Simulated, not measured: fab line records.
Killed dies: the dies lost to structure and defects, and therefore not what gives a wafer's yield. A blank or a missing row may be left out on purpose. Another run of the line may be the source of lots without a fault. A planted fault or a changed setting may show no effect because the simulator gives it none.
Which tool did it? / flow n5-finfet / Sampling: 12 lots, 36 wafers, 4 of 1938 route steps

== WHAT THE GAUGES READ, wafer by wafer ==
N5_BEOL_M6_THK_MEAS_01.
lot=L076; measured=day 10 02:07; on=film-metro-02; M6_ILD_THK (nm)=154.0 156.1 156.2
lot=L079; measured=day 10 20:42; on=film-metro-01; M6_ILD_THK (nm)=159.0 157.2 159.0
lot=L078; measured=day 11 03:25; on=film-metro-02; M6_ILD_THK (nm)=155.7 159.3 157.4
lot=L080; measured=day 11 09:04; on=film-metro-02; M6_ILD_THK (nm)=154.4 156.5 156.7
lot=L082; measured=day 12 08:07; on=film-metro-02; M6_ILD_THK (nm)=153.4 155.9 153.6
lot=L085; measured=day 12 22:45; on=film-metro-01; M6_ILD_THK (nm)=155.8 158.0 157.3
lot=L087; measured=day 13 04:41; on=film-metro-02; M6_ILD_THK (nm)=156.5 155.8 155.4
lot=L088; measured=day 13 21:26; on=film-metro-02; M6_ILD_THK (nm)=154.3 153.1 154.7
lot=L091; measured=day 14 00:55; on=film-metro-01; M6_ILD_THK (nm)=152.7 153.4 155.5
lot=L093; measured=day 14 10:04; on=film-metro-01; M6_ILD_THK (nm)=151.9 153.6 155.8
lot=L095; measured=day 15 17:32; on=film-metro-01; M6_ILD_THK (nm)=156.5 155.3 156.4
lot=L097; measured=day 16 03:38; on=film-metro-02; M6_ILD_THK (nm)=154.8 155.1 155.8

== EACH LOT AND THE TOOL THAT RAN IT (in order: tool; ch and the chambers of the sampled wafers; start) ==
lot=L076; N5_BEOL_M5_ANNEAL_89=pvd-sputter-02, day 9 23:22; N5_BEOL_M5_ANNEAL_51=rtp-anneal-02 ch 0, day 10 00:37; N5_BEOL_M5_CMP_52=cmp-01 ch 0,1,3, day 10 00:53
lot=L079; N5_BEOL_M5_ANNEAL_89=pvd-sputter-01, day 10 17:59; N5_BEOL_M5_ANNEAL_51=rtp-anneal-02 ch 0, day 10 19:20; N5_BEOL_M5_CMP_52=cmp-03 ch 0,3, day 10 19:32
lot=L078; N5_BEOL_M5_ANNEAL_89=pvd-sputter-03, day 11 00:14; N5_BEOL_M5_ANNEAL_51=rtp-anneal-01 ch 0, day 11 01:26; N5_BEOL_M5_CMP_52=cmp-01 ch 0,3, day 11 01:44
lot=L080; N5_BEOL_M5_ANNEAL_89=pvd-sputter-02, day 11 06:16; N5_BEOL_M5_ANNEAL_51=rtp-anneal-01 ch 0, day 11 07:31; N5_BEOL_M5_CMP_52=cmp-01 ch 1,2, day 11 07:53
lot=L082; N5_BEOL_M5_ANNEAL_89=pvd-sputter-03, day 12 02:12; N5_BEOL_M5_ANNEAL_51=rtp-anneal-01 ch 0, day 12 03:26; N5_BEOL_M5_CMP_52=cmp-01 ch 0,2,3, day 12 06:11
lot=L085; N5_BEOL_M5_ANNEAL_89=pvd-sputter-01, day 12 17:22; N5_BEOL_M5_ANNEAL_51=rtp-anneal-02 ch 0, day 12 18:40; N5_BEOL_M5_CMP_52=cmp-03 ch 0,2, day 12 18:52
lot=L087; N5_BEOL_M5_ANNEAL_89=pvd-sputter-03, day 13 00:59; N5_BEOL_M5_ANNEAL_51=rtp-anneal-02 ch 0, day 13 02:20; N5_BEOL_M5_CMP_52=cmp-03 ch 0,2,3, day 13 03:20
lot=L088; N5_BEOL_M5_ANNEAL_89=pvd-sputter-02, day 13 18:44; N5_BEOL_M5_ANNEAL_51=rtp-anneal-02 ch 0, day 13 19:56; N5_BEOL_M5_CMP_52=cmp-02 ch 1,3, day 13 20:17
lot=L091; N5_BEOL_M5_ANNEAL_89=pvd-sputter-01, day 13 21:54; N5_BEOL_M5_ANNEAL_51=rtp-anneal-02 ch 0, day 13 23:20; N5_BEOL_M5_CMP_52=cmp-02 ch 0,1,2, day 13 23:38
lot=L093; N5_BEOL_M5_ANNEAL_89=pvd-sputter-01, day 14 07:20; N5_BEOL_M5_ANNEAL_51=rtp-anneal-02 ch 0, day 14 08:36; N5_BEOL_M5_CMP_52=cmp-02 ch 0,1,2, day 14 08:51
lot=L095; N5_BEOL_M5_ANNEAL_89=pvd-sputter-03, day 15 13:58; N5_BEOL_M5_ANNEAL_51=rtp-anneal-01 ch 0, day 15 15:10; N5_BEOL_M5_CMP_52=cmp-02 ch 0,1,3, day 15 16:21
lot=L097; N5_BEOL_M5_ANNEAL_89=pvd-sputter-02, day 16 00:55; N5_BEOL_M5_ANNEAL_51=rtp-anneal-02 ch 0, day 16 02:08; N5_BEOL_M5_CMP_52=cmp-02 ch 1,2, day 16 02:28
- N5_BEOL_M5_ANNEAL_89: time 1800 s.
- N5_BEOL_M5_ANNEAL_51: time 90 s.
- N5_BEOL_M5_CMP_52: polishes, stops on SiCOH lowk, t overpolish 6.9 s, target thk 62 nm.

== THE ANSWER, worked out from the rows above alone ==
Rule: what is usual is taken from the lots themselves. Put in order of their means at a reading, lots are off if they are a third of the lots or fewer, leave a main group of 4 or more, and stand apart from it by a gap of 3 or more times the standard deviation of the main group's means; of several such gaps the widest counts. The tables above print the reading to a certain number of digits; a main group whose means all agree to those digits is not used. A lot without any number at a reading at which 4 lots or more have one is off too. Where the step has rows for the other lots, those lots are counted as sound.
None of the lots is off at any reading shown; this tells nothing.

== WHAT WAS PUT IN BY THE SIMULATOR ==
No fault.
